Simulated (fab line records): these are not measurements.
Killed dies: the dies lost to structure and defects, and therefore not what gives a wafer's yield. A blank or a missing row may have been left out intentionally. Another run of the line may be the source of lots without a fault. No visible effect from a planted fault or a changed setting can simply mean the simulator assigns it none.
fab line records	flow n5Finfet
record lots=24	wafers=72	lastDay=18
route steps=1938 shown BEOL_M0@730 BEOL_M1@751
lots with no fault: from the same line, run without faults
startH: start of the lot's first displayed wafer, in hours after the record's first day	waitH: hours from the lot's prior step to this one	" repeats the value in the row above	L1.1+2: a row that stands for several wafers	- value missing, or start not given	* or withheld: withheld	< > ~ a bound
route shown NAME@n: a module of which the file shows steps, and the number in the route of the first	usual: the fault-free wafers' mean and standard deviation	same: alike in all rows	chamber/n: place in a boat	sites: each site's reading	_std_site: their standard deviation	_edge_site: outer sites' mean less inner sites'	radiusMm: how far each site lies from the wafer's centre	mask NAME#n: copy n	behind: the most recent tool/chamber to have shaped the wafer	hold: why the lot was held/for how many hours/how that ended	device: the transistor (n, p or np) that didn't switch	end of line: the tests these same wafers got at the end of their route	a step given without rows: its recipe and nothing more	killed: dies lost to structure and defects at the first sort, not the wafer's yield	map: a wafer's dies, marking killed ones x, the rest . and places with no die _
set.NAME: the run value of the setting; set.NAME@STEP: its run value at that earlier step	model.NAME: the simulator's own value behind a step, which no gauge read
one table for each step of the route and one row for each wafer, over a sample of lots
services: a tool's chamber out of use, with start hour (startH, from the record's first day; less than 0 if before it), hours out, and reason
## steps
# step N5_BEOL_M0_PRE_CLEAN_113
# recipe gas=H2/He	timeS=30	tempC=250
# usual heaterPowerW=342/39
# same timeS=30
lot.wafer	tool	chamber	startH	waitH	heaterPowerW
L074.2	pvdSputter-02	-	116.02	0.0	349
L074.3	"	-	"	"	406
L074.4	"	-	"	"	398
L075.1	pvdSputter-02	-	119.98	0.0	317
L075.2	"	-	"	"	413
L075.3	"	-	"	"	352
L076.1	pvdSputter-01	-	126.92	0.0	280
L076.2	"	-	"	"	323
L076.5	"	-	"	"	341
L077.3	pvdSputter-02	-	133.52	0.0	315
L077.4	"	-	"	"	336
L077.6	"	-	"	"	422
L078.4	pvdSputter-01	-	142.14	0.0	352
L078.5	"	-	"	"	354
L078.6	"	-	"	"	316
L079.2	pvdSputter-02	-	149.39	0.0	316
L079.3	"	-	"	"	412
L079.6	"	-	"	"	320
L080.1	pvdSputter-01	-	150.79	0.0	281
L080.3	"	-	"	"	350
L080.4	"	-	"	"	329
L081.1	pvdSputter-02	-	157.07	0.0	401
L081.2	"	-	"	"	354
L081.6	"	-	"	"	411
L082.2	pvdSputter-01	-	170.08	0.0	274
L082.4	"	-	"	"	327
L082.5	"	-	"	"	341
L084.1	pvdSputter-03	-	174.51	0.0	342
L084.5	"	-	"	"	314
L084.6	"	-	"	"	343
L083.3	pvdSputter-01	-	174.51	0.0	327
L083.4	"	-	"	"	345
L083.5	"	-	"	"	313
L085.2	pvdSputter-02	-	187.42	0.0	346
L085.4	"	-	"	"	403
L085.5	"	-	"	"	314
L086.2	pvdSputter-01	-	192.34	0.0	337
L086.3	"	-	"	"	323
L086.6	"	-	"	"	350
L087.2	pvdSputter-01	-	195.87	0.0	344
L087.3	"	-	"	"	318
L087.5	"	-	"	"	338
L088.1	pvdSputter-03	-	198.74	0.0	329
L088.4	"	-	"	"	305
L088.5	"	-	"	"	316
L089.2	pvdSputter-02	-	206.10	0.0	311
L089.3	"	-	"	"	423
L089.6	"	-	"	"	395
L090.2	pvdSputter-02	-	211.56	0.0	346
L090.3	"	-	"	"	402
L090.5	"	-	"	"	403
L091.1	pvdSputter-02	-	217.84	0.0	412
L091.4	"	-	"	"	397
L091.5	"	-	"	"	350
L092.1	pvdSputter-01	-	223.33	0.0	321
L092.2	"	-	"	"	347
L092.3	"	-	"	"	276
L093.3	pvdSputter-01	-	229.73	0.0	341
L093.5	"	-	"	"	350
L093.6	"	-	"	"	345
L094.1	pvdSputter-02	-	232.80	0.0	405
L094.4	"	-	"	"	396
L094.5	"	-	"	"	399
L095.2	pvdSputter-01	-	246.54	0.0	350
L095.4	"	-	"	"	349
L095.6	"	-	"	"	349
L096.1	pvdSputter-03	-	249.65	0.0	313
L096.2	"	-	"	"	347
L096.4	"	-	"	"	281
L097.2	pvdSputter-01	-	258.87	0.0	342
L097.4	"	-	"	"	281
L097.5	"	-	"	"	335
# step N5_BEOL_M0_ANNEAL_135
# recipe tempC=400	timeS=60	ambient=vacuum
# usual heaterPowerW=836/93
# same timeS=60
lot.wafer	tool	chamber	startH	waitH	heaterPowerW
L074.2	pvdSputter-02	-	118.58	0.0	969
L074.3	"	-	"	"	775
L074.4	"	-	"	"	997
L075.1	pvdSputter-03	-	120.82	0.0	808
L075.2	"	-	"	"	774
L075.3	"	-	"	"	830
L076.1	pvdSputter-03	-	128.93	0.0	709
L076.2	"	-	"	"	777
L076.5	"	-	"	"	869
L077.3	pvdSputter-01	-	137.15	0.0	691
L077.4	"	-	"	"	824
L077.6	"	-	"	"	680
L078.4	pvdSputter-02	-	143.80	0.0	816
L078.5	"	-	"	"	1031
L078.6	"	-	"	"	965
L079.2	pvdSputter-01	-	150.34	0.0	862
L079.3	"	-	"	"	798
L079.6	"	-	"	"	695
L080.1	pvdSputter-02	-	152.07	0.0	873
L080.3	"	-	"	"	986
L080.4	"	-	"	"	977
L081.1	pvdSputter-01	-	159.21	0.0	837
L081.2	"	-	"	"	682
L081.6	"	-	"	"	793
L082.2	pvdSputter-01	-	171.12	0.0	695
L082.4	"	-	"	"	853
L082.5	"	-	"	"	855
L084.1	pvdSputter-03	-	175.39	0.0	798
L084.5	"	-	"	"	758
L084.6	"	-	"	"	807
L083.3	pvdSputter-02	-	175.48	0.0	980
L083.4	"	-	"	"	773
L083.5	"	-	"	"	867
L085.2	pvdSputter-01	-	188.36	0.0	814
L085.4	"	-	"	"	688
L085.5	"	-	"	"	858
L086.2	pvdSputter-02	-	194.76	0.0	818
L086.3	"	-	"	"	863
L086.6	"	-	"	"	1004
L087.2	pvdSputter-03	-	197.12	0.0	693
L087.3	"	-	"	"	787
L087.5	"	-	"	"	706
L088.1	pvdSputter-01	-	201.01	0.0	818
L088.4	"	-	"	"	878
L088.5	"	-	"	"	801
L089.2	pvdSputter-01	-	207.37	0.0	819
L089.3	"	-	"	"	701
L089.6	"	-	"	"	873
L090.2	pvdSputter-02	-	212.90	0.0	973
L090.3	"	-	"	"	1019
L090.5	"	-	"	"	982
L091.1	pvdSputter-03	-	218.95	0.0	799
L091.4	"	-	"	"	684
L091.5	"	-	"	"	768
L092.1	pvdSputter-02	-	224.73	0.0	994
L092.2	"	-	"	"	1036
L092.3	"	-	"	"	788
L093.3	pvdSputter-01	-	231.01	0.0	878
L093.5	"	-	"	"	792
L093.6	"	-	"	"	850
L094.1	pvdSputter-01	-	234.54	0.0	841
L094.4	"	-	"	"	860
L094.5	"	-	"	"	680
L095.2	pvdSputter-01	-	247.32	0.0	873
L095.4	"	-	"	"	780
L095.6	"	-	"	"	863
L096.1	pvdSputter-02	-	250.74	0.0	794
L096.2	"	-	"	"	1034
L096.4	"	-	"	"	978
L097.2	pvdSputter-03	-	260.38	0.0	870
L097.4	"	-	"	"	806
L097.5	"	-	"	"	860
# step N5_BEOL_M1_ILD_DEP_00
# recipe material=SiOC	targetThkA=790	tempC=350	precursor=DEMS/O2	pressureTorr=5	rfW=500	timeS=15.3
# usual chamberPressureTorr=5.000/0.011	heaterPowerW=476/87	showerheadPlenumPTorr=5.683/0.013	throttleValvePct=11.9/0.74
# same timeS=15.3
lot.wafer	tool	chamber	startH	waitH	chamberPressureTorr	heaterPowerW	showerheadPlenumPTorr	throttleValvePct
L074.2	pecvd-01	1	119.73	0.0	4.989	338	5.683	11.6
L074.3	"	2	"	"	5.013	432	5.702	10.7
L074.4	"	1	"	"	4.996	333	5.670	11.6
L075.1	pecvd-04	1	122.19	0.0	4.988	508	5.685	11.5
L075.2	"	2	"	"	5.010	611	5.679	11.5
L075.3	"	0	"	"	5.015	574	5.703	11.9
L076.1	pecvd-04	2	130.14	0.0	4.997	550	5.669	11.5
L076.2	"	0	"	"	5.017	533	5.699	12.1
L076.5	"	0	"	"	5.006	548	5.712	12.0
L077.3	pecvd-04	1	138.40	0.0	4.996	557	5.700	11.7
L077.4	"	0	"	"	5.007	549	5.691	12.3
L077.6	"	1	"	"	4.996	556	5.687	11.3
L078.4	pecvd-01	1	144.98	0.1	4.981	340	5.673	11.4
L078.5	"	2	"	"	4.991	507	5.686	10.6
L078.6	"	0	"	"	5.011	445	5.676	12.4
L079.2	pecvd-01	0	152.21	0.0	5.001	431	5.665	12.7
L079.3	"	2	"	"	4.994	517	5.694	10.6
L079.6	"	1	"	"	4.990	292	5.684	11.8
L080.1	pecvd-01	2	153.25	0.0	4.986	506	5.706	10.7
L080.3	"	1	"	"	5.008	368	5.680	11.7
L080.4	"	0	"	"	4.999	436	5.682	12.5
L081.1	pecvd-04	1	160.44	0.0	5.001	535	5.679	11.6
L081.2	"	0	"	"	5.005	492	5.685	12.1
L081.6	"	2	"	"	4.994	612	5.672	11.6
L082.2	pecvd-03	0	172.42	0.0	5.000	490	5.683	13.2
L082.4	"	1	"	"	5.013	466	5.683	13.3
L082.5	"	2	"	"	4.986	436	5.652	11.3
L084.1	pecvd-01	2	176.58	0.0	5.011	425	5.695	10.6
L084.5	"	1	"	"	4.996	346	5.670	11.7
L084.6	"	2	"	"	4.983	424	5.693	10.7
L083.3	pecvd-04	2	176.74	0.0	5.000	640	5.677	11.6
L083.4	"	0	"	"	5.014	559	5.713	12.1
L083.5	"	1	"	"	4.992	626	5.684	11.3
L085.2	pecvd-03	1	189.99	0.0	4.992	465	5.689	13.0
L085.4	"	1	"	"	4.993	457	5.689	12.9
L085.5	"	0	"	"	4.983	461	5.679	13.3
L086.2	pecvd-04	1	195.91	0.0	5.002	634	5.684	11.5
L086.3	"	0	"	"	5.001	479	5.691	12.4
L086.6	"	2	"	"	5.022	634	5.668	11.7
L087.2	pecvd-01	1	198.29	0.0	4.985	348	5.673	11.8
L087.3	"	2	"	"	5.009	429	5.667	10.8
L087.5	"	1	"	"	4.996	353	5.668	11.6
L088.1	pecvd-04	0	202.16	0.0	4.973	542	5.704	12.0
L088.4	"	0	"	"	4.988	549	5.690	12.0
L088.5	"	2	"	"	4.991	596	5.673	11.7
L089.2	pecvd-03	1	208.53	0.0	4.995	440	5.679	12.9
L089.3	"	1	"	"	5.012	450	5.689	13.0
L089.6	"	1	"	"	5.001	445	5.675	12.6
L090.2	pecvd-04	1	214.28	0.0	5.014	599	5.688	11.5
L090.3	"	2	"	"	4.994	652	5.682	11.7
L090.5	"	0	"	"	4.995	489	5.690	12.3
L091.1	pecvd-01	0	220.18	0.0	5.003	410	5.671	12.5
L091.4	"	2	"	"	5.007	498	5.696	10.8
L091.5	"	1	"	"	4.995	344	5.665	11.9
L092.1	pecvd-01	0	226.12	0.0	4.986	372	5.663	12.7
L092.2	"	2	"	"	4.997	497	5.685	10.6
L092.3	"	1	"	"	4.984	354	5.662	11.6
L093.3	pecvd-01	0	232.22	0.0	5.006	420	5.672	12.7
L093.5	"	0	"	"	4.999	442	5.693	12.8
L093.6	"	2	"	"	4.992	493	5.697	10.7
L094.1	pecvd-01	1	235.69	0.0	5.013	364	5.675	11.6
L094.4	"	0	"	"	4.992	416	5.676	12.6
L094.5	"	0	"	"	4.998	422	5.674	12.7
L095.2	pecvd-03	0	248.61	0.0	4.999	507	5.677	12.9
L095.4	"	2	"	"	4.985	418	5.672	10.5
L095.6	"	0	"	"	4.984	504	5.686	13.1
L096.1	pecvd-04	2	251.97	0.0	5.015	588	5.671	11.2
L096.2	"	1	"	"	4.979	528	5.696	11.5
L096.4	"	0	"	"	5.003	471	5.695	12.4
L097.2	pecvd-01	1	261.53	0.0	5.000	348	5.676	11.7
L097.4	"	2	"	"	4.985	472	5.711	10.6
L097.5	"	0	"	"	5.029	357	5.677	12.6
# step N5_BEOL_M1_OVL_MEAS_12
# recipe pointsPerWafer=522
# usual M1_OVL=-0.1/0.62
lot.wafer	tool	chamber	startH	waitH	M1_OVL[nm]
L074.2	overlay-01	0	120.99	0.0	0.0
L074.3	"	0	"	"	0.6
L074.4	"	0	"	"	0.2
L075.1	overlay-02	0	124.17	0.0	0.0
L075.2	"	0	"	"	-0.1
L075.3	"	0	"	"	0.5
L076.1	overlay-01	0	130.86	0.0	-0.5
L076.2	"	0	"	"	-0.4
L076.5	"	0	"	"	-0.7
L077.3	overlay-02	0	139.12	0.0	0.6
L077.4	"	0	"	"	0.7
L077.6	"	0	"	"	0.1
L078.4	overlay-01	0	148.20	0.0	0.5
L078.5	"	0	"	"	0.1
L078.6	"	0	"	"	0.0
L079.2	overlay-01	0	153.76	0.0	0.4
L079.3	"	0	"	"	0.8
L079.6	"	0	"	"	0.5
L080.1	overlay-02	0	154.39	0.0	-0.1
L080.3	"	0	"	"	0.6
L080.4	"	0	"	"	0.5
L081.1	overlay-02	0	162.97	0.0	-1.0
L081.2	"	0	"	"	-1.8
L081.6	"	0	"	"	-0.4
L082.2	overlay-01	0	173.13	0.0	-1.6
L082.4	"	0	"	"	-0.9
L082.5	"	0	"	"	-0.4
L084.1	overlay-02	0	180.30	0.0	0.6
L084.5	"	0	"	"	0.1
L084.6	"	0	"	"	1.1
L083.3	overlay-02	0	180.50	0.0	-0.4
L083.4	"	0	"	"	-0.9
L083.5	"	0	"	"	0.5
L085.2	overlay-02	0	191.47	0.0	0.3
L085.4	"	0	"	"	-0.2
L085.5	"	0	"	"	0.3
L086.2	overlay-01	0	197.25	0.0	0.7
L086.3	"	0	"	"	0.1
L086.6	"	0	"	"	-0.2
L087.2	overlay-02	0	199.33	0.0	1.0
L087.3	"	0	"	"	0.5
L087.5	"	0	"	"	0.8
L088.1	overlay-01	0	203.13	0.0	0.4
L088.4	"	0	"	"	-0.2
L088.5	"	0	"	"	-0.7
L089.2	overlay-01	0	209.83	0.0	-0.7
L089.3	"	0	"	"	0.2
L089.6	"	0	"	"	-1.0
L090.2	overlay-01	0	215.60	0.0	0.0
L090.3	"	0	"	"	0.6
L090.5	"	0	"	"	-1.0
L091.1	overlay-02	0	222.03	0.0	0.9
L091.4	"	0	"	"	-0.4
L091.5	"	0	"	"	0.6
L092.1	overlay-02	0	228.33	0.0	-0.2
L092.2	"	0	"	"	0.1
L092.3	"	0	"	"	-0.3
L093.3	overlay-02	0	232.85	0.0	-2.0
L093.5	"	0	"	"	-1.0
L093.6	"	0	"	"	-1.4
L094.1	overlay-02	0	238.06	0.0	0.0
L094.4	"	0	"	"	0.0
L094.5	"	0	"	"	0.0
L095.2	overlay-01	0	249.86	0.0	-1.2
L095.4	"	0	"	"	-0.5
L095.6	"	0	"	"	0.2
L096.1	overlay-02	0	254.67	0.0	-0.3
L096.2	"	0	"	"	0.7
L096.4	"	0	"	"	-0.4
L097.2	overlay-01	0	262.78	0.0	-0.7
L097.4	"	0	"	"	-0.7
L097.5	"	0	"	"	-0.8
# step N5_BEOL_M1_DESCUM_16
# recipe chemistry=O2	timeS=7	sourcePowerW=50	biasPowerW=20	pressureMtorr=20	rfFrequencyHz=2.712e+07	tempC=40	resist=CAR-EUV	o2FlowSccm=225
# usual drypumpMotorCurrentA=5.9/0.32	oesProductAu=0.78/0.081	rfVppV=243.5/0.98	showerheadPlenumPTorr=2.12/0.037	throttleValvePct=20.43/0.2
# same timeS=7
lot.wafer	tool	chamber	startH	waitH	drypumpMotorCurrentA	oesProductAu	rfHoursCounterH	rfVppV	showerheadPlenumPTorr	throttleValvePct
L074.2	rieDiel-02	1	121.15	0.1	6.3	0.75	153	241.7	2.09	20.60
L074.3	"	2	"	"	6.3	0.68	244	244.8	2.14	20.80
L074.4	"	3	"	"	5.7	0.76	129	243.3	2.10	20.17
L075.1	rieDiel-01	1	124.37	0.1	5.9	0.70	213	241.9	2.06	20.33
L075.2	"	3	"	"	5.8	0.80	100	243.3	2.02	20.63
L075.3	"	2	"	"	5.5	0.70	194	243.9	2.17	20.73
L076.1	rieDiel-02	0	130.96	0.0	5.5	0.82	62	243.2	2.11	20.30
L076.2	"	2	"	"	6.3	0.68	247	243.6	2.14	20.79
L076.5	"	3	"	"	5.6	0.76	-	243.9	2.10	20.17
L077.3	rieDiel-05	2	139.20	0.0	5.5	0.84	52	242.4	2.13	20.37
L077.4	"	0	"	"	6.0	0.88	31	243.1	2.14	20.56
L077.6	"	2	"	"	5.5	0.84	-	243.6	2.13	20.34
L078.4	rieDiel-05	3	148.52	0.3	6.0	0.71	212	244.3	2.16	20.42
L078.5	"	3	"	"	6.0	0.71	-	244.7	2.17	20.42
L078.6	"	2	"	"	5.5	0.84	-	242.5	2.13	20.38
L079.2	rieDiel-01	0	153.85	0.0	6.3	0.67	242	243.4	2.15	20.32
L079.3	"	3	"	"	5.8	0.80	108	242.8	2.02	20.64
L079.6	"	1	"	"	5.9	0.69	-	242.6	2.06	20.37
L080.1	rieDiel-01	1	154.48	0.0	5.9	0.69	223	242.2	2.06	20.36
L080.3	"	2	"	"	5.5	0.70	203	244.8	2.17	20.73
L080.4	"	3	"	"	5.8	0.80	108	242.1	2.02	20.64
L081.1	rieDiel-02	3	163.36	0.3	5.7	0.74	144	244.9	2.10	20.17
L081.2	"	0	"	"	5.4	0.81	74	242.5	2.11	20.31
L081.6	"	0	"	"	5.4	0.82	-	244.1	2.11	20.31
L082.2	rieDiel-02	1	173.22	0.0	6.4	0.74	171	243.0	2.08	20.64
L082.4	"	2	"	"	6.3	0.98	3	244.0	2.14	20.44
L082.5	"	1	"	"	6.4	0.74	-	243.9	2.08	20.64
L084.1	rieDiel-05	2	180.40	0.0	5.5	0.81	63	243.8	2.13	20.38
L084.5	"	3	"	"	6.0	0.71	-	244.4	2.16	20.43
L084.6	"	0	"	"	6.1	0.88	-	243.4	2.14	20.57
L083.3	rieDiel-01	2	180.58	0.0	5.5	0.69	211	245.5	2.16	20.75
L083.4	"	3	"	"	5.8	0.79	116	242.7	2.02	20.66
L083.5	"	1	"	"	5.9	0.68	-	241.4	2.06	20.38
L085.2	rieDiel-05	1	191.58	0.1	5.9	0.88	41	243.1	2.13	20.05
L085.4	"	3	"	"	6.0	0.70	224	244.1	2.16	20.45
L085.5	"	0	"	"	6.1	0.88	-	244.8	2.13	20.57
L086.2	rieDiel-05	0	197.34	0.0	6.1	0.86	47	244.5	2.13	20.57
L086.3	"	1	"	"	5.9	0.87	43	243.3	2.12	20.04
L086.6	"	3	"	"	6.0	0.69	-	243.9	2.16	20.45
L087.2	rieDiel-05	2	199.42	0.0	5.5	0.81	68	243.4	2.12	20.38
L087.3	"	1	"	"	5.9	0.87	44	244.5	2.12	20.04
L087.5	"	3	"	"	6.0	0.70	-	243.6	2.16	20.44
L088.1	rieDiel-01	3	203.26	0.1	5.8	0.78	120	241.3	2.01	20.68
L088.4	"	1	"	"	5.9	0.67	-	243.0	2.05	20.40
L088.5	"	2	"	"	5.5	0.67	-	243.7	2.16	20.77
L089.2	rieDiel-02	2	209.92	0.0	6.3	0.94	17	243.1	2.14	20.44
L089.3	"	0	"	"	5.4	0.80	90	243.1	2.10	20.33
L089.6	"	0	"	"	5.4	0.80	-	242.7	2.10	20.33
L090.2	rieDiel-02	0	215.69	0.0	5.4	0.79	91	243.0	2.10	20.34
L090.3	"	1	"	"	6.4	0.72	185	241.5	2.07	20.67
L090.5	"	1	"	"	6.3	0.73	-	242.6	2.07	20.65
L091.1	rieDiel-02	3	222.23	0.1	5.6	0.73	159	243.1	2.09	20.21
L091.4	"	0	"	"	5.4	0.79	94	244.3	2.10	20.35
L091.5	"	2	"	"	6.3	0.92	-	243.9	2.13	20.47
L092.1	rieDiel-05	3	228.42	0.0	6.0	0.69	235	244.2	2.16	20.46
L092.2	"	2	"	"	5.5	0.80	77	243.9	2.12	20.38
L092.3	"	1	"	"	5.9	0.85	50	243.9	2.12	20.05
L093.3	rieDiel-05	2	232.94	0.0	5.5	0.80	79	243.5	2.12	20.40
L093.5	"	3	"	"	6.0	0.69	-	244.1	2.16	20.46
L093.6	"	0	"	"	6.1	0.86	-	243.4	2.13	20.61
L094.1	rieDiel-05	1	238.16	0.0	5.8	0.85	53	243.7	2.12	20.05
L094.4	"	0	"	"	6.0	0.85	59	243.4	2.13	20.59
L094.5	"	0	"	"	6.1	0.85	-	242.1	2.13	20.60
L095.2	rieDiel-05	2	249.94	0.0	5.5	0.80	83	243.1	2.12	20.42
L095.4	"	0	"	"	6.1	0.85	63	243.5	2.13	20.62
L095.6	"	1	"	"	5.9	0.86	-	244.6	2.12	20.06
L096.1	rieDiel-02	1	254.92	0.2	6.3	0.72	197	241.9	2.07	20.68
L096.2	"	2	"	"	6.3	0.92	30	241.9	2.13	20.46
L096.4	"	0	"	"	5.5	0.78	103	243.5	2.10	20.34
L097.2	rieDiel-02	3	262.87	0.0	5.7	0.72	172	243.9	2.09	20.21
L097.4	"	2	"	"	6.3	0.91	32	244.3	2.13	20.47
L097.5	"	1	"	"	6.4	0.71	-	241.6	2.07	20.68
# step N5_BEOL_M1_ETCH_41
# recipe chemistry=CH3F/O2	target=SiCN	targetDepthA=319	taperDeg=2	timeS=57.8	ionEnergyEv=120	maskMaterial=TiN	pressureMtorr=30	sourceW=395	biasW=75	Ar_flow_sccm=150	CH3F_flow_sccm=30	O2_flow_sccm=20
# usual biasW=74.99/0.2	drypumpMotorCurrentA=5.9/0.31	oesProductAu=0.79/0.094	rfVppV=297.9/1.1	showerheadPlenumPTorr=2.02/0.04	throttleValvePct=16.32/0.2
# same timeS=57.8
lot.wafer	tool	chamber	startH	waitH	biasW	drypumpMotorCurrentA	oesProductAu	rfHoursCounterH	rfVppV	showerheadPlenumPTorr	throttleValvePct
L074.2	rieDiel-05	0	-	-	75.16	6.1	0.91	28	299.2	2.04	16.35
L074.3	"	1	"	"	75.12	5.9	0.92	24	298.8	2.04	15.93
L074.4	"	2	"	"	75.16	5.5	0.85	49	298.9	2.03	16.15
L075.1	rieDiel-01	3	-	-	75.21	5.8	0.82	101	296.4	1.93	16.48
L075.2	"	1	"	"	74.77	5.9	0.69	214	296.8	1.98	16.37
L075.3	"	0	"	"	74.79	6.3	0.68	233	298.3	2.06	16.23
L076.1	rieDiel-01	1	-	-	75.17	5.9	0.69	215	297.5	1.98	16.36
L076.2	"	3	"	"	75.23	5.8	0.80	102	295.9	1.93	16.50
L076.5	"	0	"	"	74.94	6.4	0.68	-	300.3	2.06	16.27
L077.3	rieDiel-05	2	-	-	75.00	5.5	0.84	55	297.9	2.03	16.16
L077.4	"	1	"	"	74.73	5.9	0.89	30	297.9	2.04	15.93
L077.6	"	2	"	"	74.87	5.5	0.83	-	298.0	2.03	16.16
L078.4	rieDiel-01	3	-	-	74.92	5.8	0.80	109	294.8	1.93	16.51
L078.5	"	1	"	"	75.00	6.0	0.69	-	296.0	1.98	16.40
L078.6	"	0	"	"	74.81	6.3	0.67	-	298.1	2.05	16.26
L079.2	rieDiel-05	1	-	-	74.94	5.8	0.90	33	299.0	2.04	15.94
L079.3	"	2	"	"	75.07	5.5	0.83	57	298.8	2.03	16.17
L079.6	"	2	"	"	74.81	5.5	0.83	-	298.2	2.03	16.15
L080.1	rieDiel-02	3	-	-	74.75	5.7	0.74	144	297.9	2.00	16.10
L080.3	"	2	"	"	74.79	6.3	1.01	0	298.3	2.05	16.29
L080.4	"	1	"	"	75.20	6.4	0.74	168	298.7	1.99	16.55
L081.1	rieDiel-01	3	-	-	75.10	5.8	0.80	112	296.3	1.93	16.49
L081.2	"	2	"	"	75.08	5.5	0.69	207	298.6	2.06	16.59
L081.6	"	3	"	"	75.02	5.8	0.80	-	296.5	1.93	16.50
L082.2	rieDiel-05	3	-	-	75.30	6.0	0.71	219	298.2	2.07	16.37
L082.4	"	2	"	"	74.78	5.5	0.82	62	298.4	2.02	16.17
L082.5	"	2	"	"	74.79	5.5	0.82	-	297.6	2.02	16.18
L084.1	rieDiel-05	2	-	-	74.93	5.5	0.82	63	297.6	2.02	16.18
L084.5	"	0	"	"	74.98	6.1	0.89	-	296.9	2.04	16.37
L084.6	"	1	"	"	75.05	5.8	0.88	-	298.5	2.04	15.95
L083.3	rieDiel-02	2	-	-	74.73	6.3	0.97	7	299.6	2.05	16.29
L083.4	"	0	"	"	74.73	5.4	0.81	80	298.3	2.02	16.25
L083.5	"	3	"	"	75.22	5.7	0.74	-	295.9	2.00	16.10
L085.2	rieDiel-02	1	-	-	74.93	6.3	0.74	179	296.6	1.99	16.56
L085.4	"	0	"	"	75.03	5.4	0.80	-	297.2	2.02	16.26
L085.5	"	1	"	"	75.20	6.4	0.73	-	297.4	1.99	16.57
L086.2	rieDiel-02	0	-	-	75.18	5.4	0.79	87	297.5	2.02	16.27
L086.3	"	1	"	"	75.12	6.4	0.73	182	297.8	1.99	16.57
L086.6	"	0	"	"	75.21	5.4	0.79	-	298.7	2.02	16.27
L087.2	rieDiel-01	3	-	-	74.74	5.8	0.79	121	295.9	1.92	16.50
L087.3	"	1	"	"	74.68	5.9	0.67	239	296.1	1.97	16.44
L087.5	"	3	"	"	75.18	5.8	0.79	-	295.1	1.92	16.51
L088.1	rieDiel-05	0	-	-	74.83	6.1	0.86	51	299.1	2.03	16.39
L088.4	"	0	"	"	74.73	6.1	0.86	-	297.5	2.03	16.40
L088.5	"	2	"	"	75.28	5.5	0.80	-	297.1	2.02	16.18
L089.2	rieDiel-01	2	-	-	75.02	5.5	0.67	224	298.4	2.05	16.62
L089.3	"	3	"	"	74.88	5.8	0.78	124	297.3	1.92	16.52
L089.6	"	3	"	"	74.61	5.8	0.78	-	295.4	1.92	16.52
L090.2	rieDiel-05	0	-	-	75.10	6.1	0.86	53	298.0	2.03	16.40
L090.3	"	2	"	"	75.17	5.5	0.80	74	298.3	2.02	16.20
L090.5	"	0	"	"	75.23	6.1	0.87	-	299.5	2.03	16.40
L091.1	rieDiel-05	3	-	-	75.21	6.0	0.69	235	298.8	2.06	16.39
L091.4	"	2	"	"	74.98	5.5	0.80	76	297.9	2.02	16.20
L091.5	"	3	"	"	75.10	6.0	0.69	-	298.5	2.06	16.38
L092.1	rieDiel-02	0	-	-	74.68	5.4	0.79	96	297.1	2.02	16.28
L092.2	"	2	"	"	75.00	6.3	0.93	23	298.0	2.04	16.34
L092.3	"	1	"	"	74.61	6.4	0.73	190	297.2	1.99	16.58
L093.3	rieDiel-02	0	-	-	75.05	5.4	0.78	98	297.6	2.02	16.26
L093.5	"	1	"	"	75.01	6.4	0.73	-	297.9	1.98	16.59
L093.6	"	2	"	"	75.00	6.3	0.92	-	298.0	2.04	16.33
L094.1	rieDiel-05	3	-	-	74.86	6.0	0.69	240	298.1	2.06	16.42
L094.4	"	1	"	"	74.85	5.9	0.86	54	297.2	2.03	15.99
L094.5	"	2	"	"	74.67	5.5	0.80	-	296.6	2.02	16.21
L095.2	rieDiel-01	1	-	-	75.21	5.9	0.99	0	297.1	1.97	15.97
L095.4	"	2	"	"	74.68	5.5	0.67	239	298.5	2.05	16.63
L095.6	"	1	"	"	75.12	5.9	0.98	-	296.9	1.97	16.00
L096.1	rieDiel-05	2	-	-	75.07	5.5	0.80	85	299.0	2.02	16.22
L096.2	"	1	"	"	74.88	5.9	0.84	59	298.6	2.03	15.98
L096.4	"	3	"	"	75.39	6.0	0.69	243	297.5	2.06	16.42
L097.2	rieDiel-01	2	-	-	74.90	5.5	0.66	243	296.5	2.05	16.67
L097.4	"	1	"	"	75.35	5.9	0.96	4	297.3	1.97	15.99
L097.5	"	2	"	"	75.00	5.5	0.66	-	298.3	2.05	16.68
## services
tool	chamber	startH	hours	kind
rieDiel-05	3	94.96	1.2	repair
pecvd-04	-	127.70	0.8	pm
pvdSputter-03	-	134.61	4.0	repair
pecvd-01	1	135.26	5.5	scheduledDown
rieDiel-02	2	138.40	-	clean
rieDiel-02	2	138.40	-	consumableReplace:focusRing
rieDiel-02	2	138.40	25.0	scheduledDown
rieDiel-02	2	138.40	25.0	ventCycle
pecvd-01	0	146.31	2.1	scheduledDown
rieDiel-01	3	147.65	1.5	repair
rieDiel-02	3	191.01	10.1	repair
rieDiel-01	0	196.11	-	clean
rieDiel-01	0	196.11	-	consumableReplace:focusRing
rieDiel-01	0	196.11	21.7	scheduledDown
rieDiel-01	0	196.11	21.7	ventCycle
pecvd-04	-	200.20	0.3	repair
rieDiel-05	1	210.89	6.7	repair
rieDiel-01	1	233.89	-	clean
rieDiel-01	1	233.89	-	consumableReplace:focusRing
rieDiel-01	1	233.89	18.3	scheduledDown
rieDiel-01	1	233.89	18.3	ventCycle
pecvd-01	2	234.74	4.8	repair
pecvd-01	0	247.98	5.0	scheduledDown
pecvd-04	0	254.36	4.9	repair
## key
fault none
